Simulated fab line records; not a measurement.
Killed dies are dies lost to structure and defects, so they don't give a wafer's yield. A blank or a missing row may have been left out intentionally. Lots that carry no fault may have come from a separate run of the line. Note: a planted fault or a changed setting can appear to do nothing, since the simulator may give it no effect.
Split-lot study -- flow n5Finfet -- route with 1938 steps; 7 lots, 39 wafers read

## ABOUT THE SPLIT
At N5_BEOL_M13_SPUTTER_44 (material Ta, target thk 10 nm, time 16.13 s), the setting targetThkA was moved away from the recipe's 100 angstrom on 15 of the 39 wafers read, by -57.6% to +51.5%. All remaining wafers had this setting at the recipe value.

## FROM THE SPLIT TO THE READING: what the file shows between them, 3 steps
- N5_BEOL_M13_SPUTTER_45: material Cu, target thk 80 nm, time 13.33 s
- N5_BEOL_M13_ECD_47: material Cu, target thk 936 nm
- N5_BEOL_M13_ANNEAL_48: time 90 s

## THE READING
barrierFieldEndpointS, in s, at N5_BEOL_M13_CMP_49 (polishes, stops on SiOC, t overpolish 17.1 s, target thk 420 nm). A value of 30.5 s with a standard deviation of 0.83 s is what fault-free wafers of this fab line usually give.

wafer,"tool, chamber at the split","targetThkA as run, angstrom",against the recipe,"barrierFieldEndpointS, s",against lot-mates on the recipe
L076.4,"pvdSputter-01, -",100,recipe,29.7,-
L076.3,"pvdSputter-01, -",100,recipe,29.9,-
L076.2,"pvdSputter-01, -",100,recipe,30.0,-
L076.1,"pvdSputter-01, -",100,recipe,30.2,-
L076.6,"pvdSputter-01, -",100,recipe,29.7,-
L076.5,"pvdSputter-01, -",100,recipe,29.5,-
L078.2,"pvdSputter-03, -",135.7,+35.7%,34.5,+3.9
L078.4,"pvdSputter-03, -",100,recipe,29.5,-
L078.1,"pvdSputter-03, -",100,recipe,30.8,-
L078.3,"pvdSputter-03, -",100,recipe,31.5,-
L078.6,"pvdSputter-03, -",135.7,+35.7%,34.1,+3.5
L078.5,"pvdSputter-03, -",135.7,+35.7%,34.3,+3.7
L079.2,"pvdSputter-03, -",136.3,+36.3%,34.6,+5.6
L079.1,"pvdSputter-03, -",136.3,+36.3%,32.9,+3.9
L079.4,"pvdSputter-03, -",100,recipe,29.3,-
L079.3,"pvdSputter-03, -",100,recipe,29.3,-
L079.6,"pvdSputter-03, -",136.3,+36.3%,34.0,+5.0
L079.5,"pvdSputter-03, -",100,recipe,28.4,-
L081.2,"pvdSputter-01, -",100,recipe,30.2,-
L081.1,"pvdSputter-01, -",151.5,+51.5%,38.2,+8.3
L081.3,"pvdSputter-01, -",100,recipe,29.2,-
L081.4,"pvdSputter-01, -",151.5,+51.5%,36.1,+6.2
L081.6,"pvdSputter-01, -",100,recipe,30.4,-
L081.5,"pvdSputter-01, -",151.5,+51.5%,37.1,+7.2
L083.4,"pvdSputter-01, -",100,recipe,28.9,-
L083.3,"pvdSputter-01, -",100,recipe,30.1,-
L083.2,"pvdSputter-01, -",42.37,-57.6%,23.7,-6.3
L083.1,"pvdSputter-01, -",100,recipe,31.1,-
L083.6,"pvdSputter-01, -",42.37,-57.6%,22.9,-7.1
L083.5,"pvdSputter-01, -",42.37,-57.6%,23.4,-6.6
L087.2,"pvdSputter-02, -",137.2,+37.2%,36.3,+5.3
L087.4,"pvdSputter-02, -",137.2,+37.2%,36.4,+5.4
L087.1,"pvdSputter-02, -",100,recipe,30.5,-
L087.3,"pvdSputter-02, -",137.2,+37.2%,34.9,+3.9
L087.6,"pvdSputter-02, -",100,recipe,31.2,-
L087.5,"pvdSputter-02, -",100,recipe,31.4,-
L090.3,"pvdSputter-01, -",100,recipe,30.6,-
L090.5,"pvdSputter-01, -",100,recipe,30.9,-
L090.6,"pvdSputter-01, -",100,recipe,31.2,-

FIT RESULTS
A straight line over all 39 wafers: barrierFieldEndpointS changes by +0.125 s for each +1% of targetThkA; r = +0.97; the points scatter about the line by 0.88 s.
The same after taking each lot's own level away (the mean of its wafers on the recipe; 39 wafers): +0.124 s for each +1%; r = +0.98; scatter 0.67 s.
According to that fit, moving targetThkA by its largest amount changes the reading by 7.2 s.
Measured against the standard deviation above, the lots' own levels, which go from 29.00 to 31.03 s, span 2.4 times it.
Hence the lot-to-lot level has little effect on the slope; both slopes agree.
Check: with one of the wafers moved furthest among these (-57.6%) left out of the fit, the line predicts -7.24 s for it against its lot-mates. It came out at -6.33 s against them.

## THE OTHER SPLITS THESE WAFERS WENT THROUGH
Before the reading, these wafers also passed through other splits. Each is held against what the fit with the lots' levels taken away leaves over:
other split on the same wafers,wafers away from the commonest value,r with barrierFieldEndpointS (lot level and that fit taken away)
N5_BEOL_M4_DESCUM_16 timeS,15,-0.01
N5_BEOL_M5_DEP_56 timeS,12,-0.13
N5_BEOL_M8_ILD_DEP_00 timeS,12,+0.21
N5_BEOL_M11_VIA_ETCH_34 targetDepthA,6,-0.01

## THE WHOLE CHAIN: every reading that the file lists as answering this split, in the file's order
step,what it does,reading,change (the file's fit),r (the file's)
N5_BEOL_M13_SPUTTER_44,"material Ta, target thk 10 nm, time 16.13 s","Ta_of_BEOL_M13_SPUTTER_44.thkNm (the simulator's own value, which no gauge read)",+0.0989 nm for each +1% of the setting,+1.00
N5_BEOL_M13_CMP_49,"polishes, stops on SiOC, t overpolish 17.1 s, target thk 420 nm",barrierFieldEndpointS,+0.125 s for each +1% of the setting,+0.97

## FILE'S OWN FIT
barrierFieldEndpointS changes by +0.125 s for each +1% of targetThkA, r = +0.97.
